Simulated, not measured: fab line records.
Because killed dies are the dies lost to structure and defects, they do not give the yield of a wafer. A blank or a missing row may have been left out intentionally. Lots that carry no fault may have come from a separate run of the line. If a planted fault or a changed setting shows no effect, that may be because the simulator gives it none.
Which tool did it? | flow n5-finfet | 11 lots with 33 wafers sampled at 5 steps, on a route of 1938 steps

## WHAT THE GAUGES SHOWED, per wafer
The record holds no reading of a measuring or inspecting step that can be judged against a usual standard deviation.

## WHICH TOOL RAN EACH LOT (tool, then ch and the chambers of the sampled wafers, then the start)
lot  | N5_BEOL_M5_SURFACE_TREAT_87  | N5_BEOL_M5_SPUTTER_48        | N5_BEOL_M5_CMP_52             | N5_BEOL_M6_ILD_DEP_00           | N5_PASSIVATION_PROBE_49
L423 | pvd-sputter-02, day 8 01:58  | pvd-sputter-01, day 8 03:40  | cmp-02 ch 1,2,3, day 8 08:34  | pecvd-04 ch 0,1,2, day 8 09:09  | -
L424 | pvd-sputter-01, day 8 19:51  | pvd-sputter-03, day 8 20:07  | cmp-02 ch 0,1,3, day 9 01:38  | pecvd-04 ch 0,1,2, day 9 02:20  | prober-01, day 12 20:50
L425 | pvd-sputter-02, day 9 02:13  | pvd-sputter-02, day 9 02:28  | cmp-02 ch 0,1, day 9 07:22    | pecvd-04 ch 1,2, day 9 07:57    | -
L428 | pvd-sputter-03, day 9 06:17  | pvd-sputter-03, day 9 06:52  | cmp-02 ch 1,2, day 9 11:43    | pecvd-03 ch 0,1, day 9 12:19    | -
L431 | pvd-sputter-03, day 10 08:47 | pvd-sputter-03, day 10 09:05 | cmp-02 ch 0,1,2, day 10 13:56 | pecvd-03 ch 0,2, day 10 14:34   | -
L437 | pvd-sputter-03, day 11 16:52 | pvd-sputter-02, day 11 17:08 | cmp-04 ch 0,1, day 11 22:01   | pecvd-04 ch 0,2, day 11 22:35   | -
L442 | pvd-sputter-02, day 12 19:28 | pvd-sputter-03, day 12 19:41 | cmp-04 ch 0,3, day 13 00:49   | pecvd-03 ch 1,2, day 13 01:26   | -
L441 | pvd-sputter-01, day 13 01:02 | pvd-sputter-02, day 13 01:17 | cmp-02 ch 0,1,3, day 13 06:59 | pecvd-04 ch 0,1, day 13 07:40   | -
L443 | pvd-sputter-02, day 13 15:53 | pvd-sputter-02, day 13 16:08 | cmp-04 ch 1,2,3, day 13 21:01 | pecvd-01 ch 0,2, day 13 21:35   | -
L444 | pvd-sputter-03, day 13 20:32 | pvd-sputter-02, day 13 20:49 | cmp-01 ch 0,1,3, day 14 01:46 | pecvd-04 ch 0,1,2, day 14 02:23 | -
L445 | pvd-sputter-01, day 14 01:00 | pvd-sputter-02, day 14 01:14 | cmp-04 ch 0,1,3, day 14 06:13 | pecvd-01 ch 0,1, day 14 06:52   | prober-02, day 18 02:55
- N5_BEOL_M5_SURFACE_TREAT_87
- N5_BEOL_M5_SPUTTER_48: material Cu, target thk 15 nm, time 27.62 s.
- N5_BEOL_M5_CMP_52: polishes, stops on SiCOH lowk, t overpolish 6.9 s, target thk 62 nm.
- N5_BEOL_M6_ILD_DEP_00: deposits SiCOH lowk from DEMS/porogen, target thk 179.75 nm, time 33.4 s.
- N5_PASSIVATION_PROBE_49

## WHAT THE TOOLS THEMSELVES READ (means of the sampled wafers that have a number; where no wafer has one, the mark that the record gives instead)
N5_BEOL_M5_SURFACE_TREAT_87. Usual: ar-flow-sccm reads 30.00 sccm (standard deviation 0.087).
lot  | tool           | ar-flow-sccm (sccm) | flag
L423 | pvd-sputter-02 | 29.98               |
L424 | pvd-sputter-01 | 30.00               |
L425 | pvd-sputter-02 | 29.97               |
L428 | pvd-sputter-03 | 30.01               |
L431 | pvd-sputter-03 | 30.00               |
L437 | pvd-sputter-03 | 29.87               |
L442 | pvd-sputter-02 | 30.06               |
L441 | pvd-sputter-01 | 30.01               |
L443 | pvd-sputter-02 | 29.99               |
L444 | pvd-sputter-03 | 30.05               |
L445 | pvd-sputter-01 | 30.06               |

N5_BEOL_M5_SPUTTER_48. Usual: susceptor-temp-C -19.99 C, standard deviation 0.099; throttle-valve-pct 30.2 %, standard deviation 0.88.
lot  | tool           | susceptor-temp-C (C) | throttle-valve-pct (%) | flag
L423 | pvd-sputter-01 | -20.04               | 31.1                   |
L424 | pvd-sputter-03 | -20.11               | 30.0                   |
L425 | pvd-sputter-02 | -20.02               | 30.1                   |
L428 | pvd-sputter-03 | -19.88               | 29.1                   |
L431 | pvd-sputter-03 | -20.01               | 29.8                   |
L437 | pvd-sputter-02 | -20.13               | 30.2                   |
L442 | pvd-sputter-03 | -19.95               | 30.5                   |
L441 | pvd-sputter-02 | -19.98               | 30.3                   |
L443 | pvd-sputter-02 | -19.94               | 30.3                   |
L444 | pvd-sputter-02 | -20.06               | 30.1                   |
L445 | pvd-sputter-02 | -19.92               | 30.2                   |

N5_BEOL_M5_CMP_52. Usual: barrier-field-endpoint-s 24.4 s, standard deviation 0.56; motor-current-A 6.3 A, standard deviation 0.78; overpolish-run-s 6.899 s, standard deviation 0.0092; platen-rpm 50.00 rpm, standard deviation 0.036; time-to-endpoint-s 61.7 s, standard deviation 2.4.
lot  | tool   | barrier-field-endpoint-s (s) | motor-current-A (A) | overpolish-run-s (s) | platen-rpm (rpm) | time-to-endpoint-s (s) | flag
L423 | cmp-02 | 25.2                         | 6.1                 | 6.897                | 50.01            | 64.5                   |
L424 | cmp-02 | 24.4                         | 6.0                 | 6.902                | 49.99            | 61.0                   |
L425 | cmp-02 | 25.1                         | 6.3                 | 6.901                | 50.01            | 62.8                   |
L428 | cmp-02 | 24.7                         | 6.1                 | 6.898                | 48.64            | 61.9                   | OFF
L431 | cmp-02 | 25.0                         | 6.0                 | 6.902                | 49.31            | 60.1                   | OFF
L437 | cmp-04 | 24.5                         | 6.5                 | 6.892                | 50.00            | 62.2                   |
L442 | cmp-04 | 24.4                         | 6.2                 | 6.898                | 50.04            | 59.9                   |
L441 | cmp-02 | 24.0                         | 5.8                 | 6.897                | 49.99            | 60.2                   |
L443 | cmp-04 | 24.1                         | 7.0                 | 6.899                | 50.01            | 59.5                   |
L444 | cmp-01 | 24.3                         | 6.6                 | 6.899                | 49.98            | 60.1                   |
L445 | cmp-04 | 24.6                         | 6.2                 | 6.912                | 50.02            | 61.4                   |

N5_BEOL_M6_ILD_DEP_00. Usual: heater-power-w 309 W, standard deviation 41; showerhead-plenum-p-Torr 5.750 Torr, standard deviation 0.011; susceptor-temp-C 299.99 C, standard deviation 0.18; throttle-valve-pct 13.5 %, standard deviation 0.6.
lot  | tool     | heater-power-w (W) | showerhead-plenum-p-Torr (Torr) | susceptor-temp-C (C) | throttle-valve-pct (%) | flag
L423 | pecvd-04 | 330                | 5.740                           | 300.13               | 13.6                   |
L424 | pecvd-04 | 299                | 5.752                           | 300.04               | 13.5                   |
L425 | pecvd-04 | 259                | 5.750                           | 300.09               | 13.8                   |
L428 | pecvd-03 | 288                | 5.758                           | 299.90               | 13.4                   |
L431 | pecvd-03 | 370                | 5.753                           | 299.89               | 13.1                   |
L437 | pecvd-04 | 293                | 5.751                           | 300.08               | 13.4                   |
L442 | pecvd-03 | 354                | 5.754                           | 299.89               | 13.4                   |
L441 | pecvd-04 | 327                | 5.753                           | 300.09               | 13.3                   |
L443 | pecvd-01 | 290                | 5.739                           | 300.07               | 13.8                   |
L444 | pecvd-04 | 320                | 5.754                           | 299.83               | 13.1                   |
L445 | pecvd-01 | 313                | 5.753                           | 300.11               | 14.5                   |

N5_PASSIVATION_PROBE_49. Usual: defect-limited-yield 91.3 %, standard deviation 1.4; killed_at_M0_to_M3 34, standard deviation 10; killed_at_M4_up 13, standard deviation 4.8; killed-at-contacts 12, standard deviation 6.1; killed-at-front-end 40, standard deviation 11; killed-at-other 3.7, standard deviation 2.8; killed-dies 103, standard deviation 16; killed-open 67, standard deviation 12; killed-short 34, standard deviation 7.4; sort_bin_5_function 5.1 %, standard deviation 0.95; sort_bin_6_memory 3.2 %, standard deviation 0.62; sort-n-pass 1077, standard deviation 16; sort-yield-pct 91.3 %, standard deviation 1.4.
lot  | tool      | defect-limited-yield (%) | killed_at_M0_to_M3 | killed_at_M4_up | killed-at-contacts | killed-at-front-end | killed-at-other | killed-dies | killed-open | killed-short | sort_bin_5_function (%) | sort_bin_6_memory (%) | sort-n-pass | sort-yield-pct (%) | flag
L424 | prober-01 | 89.2                     | 48                 | 14              | 22                 | 39                  | 5.7             | 128         | 84          | 43           | 6.5                     | 4.0                   | 1052        | 89.2               |
L445 | prober-02 | 90.4                     | 32                 | 11              | 11                 | 53                  | 6.0             | 114         | 73          | 39           | 5.6                     | 3.5                   | 1066        | 90.4               |

## THE ANSWER, worked out from the rows above alone
Rule: lot off if the mean of its wafers having a number is beyond 3 standard deviations from the usual mean. A lot without any number at a reading at which 4 lots or more have one is off too. Any other lot the step has rows for is counted as sound. The gauges are gone through in route order, then the tools' own readings, and for those a lot's mean is taken as printed above. The first step at which some lot is off is used, and at that step the reading that is off furthest; a lot without a number counts as furthest.
Off: L428, L431 (N5_BEOL_M5_CMP_52, platen-rpm).
A tool fits if, at that step or a process step before it, it ran every lot that is off, and no sound lot after the first of them. Not one of the candidates tried fits.

## WHAT HAD BEEN PUT IN BY THE SIMULATOR
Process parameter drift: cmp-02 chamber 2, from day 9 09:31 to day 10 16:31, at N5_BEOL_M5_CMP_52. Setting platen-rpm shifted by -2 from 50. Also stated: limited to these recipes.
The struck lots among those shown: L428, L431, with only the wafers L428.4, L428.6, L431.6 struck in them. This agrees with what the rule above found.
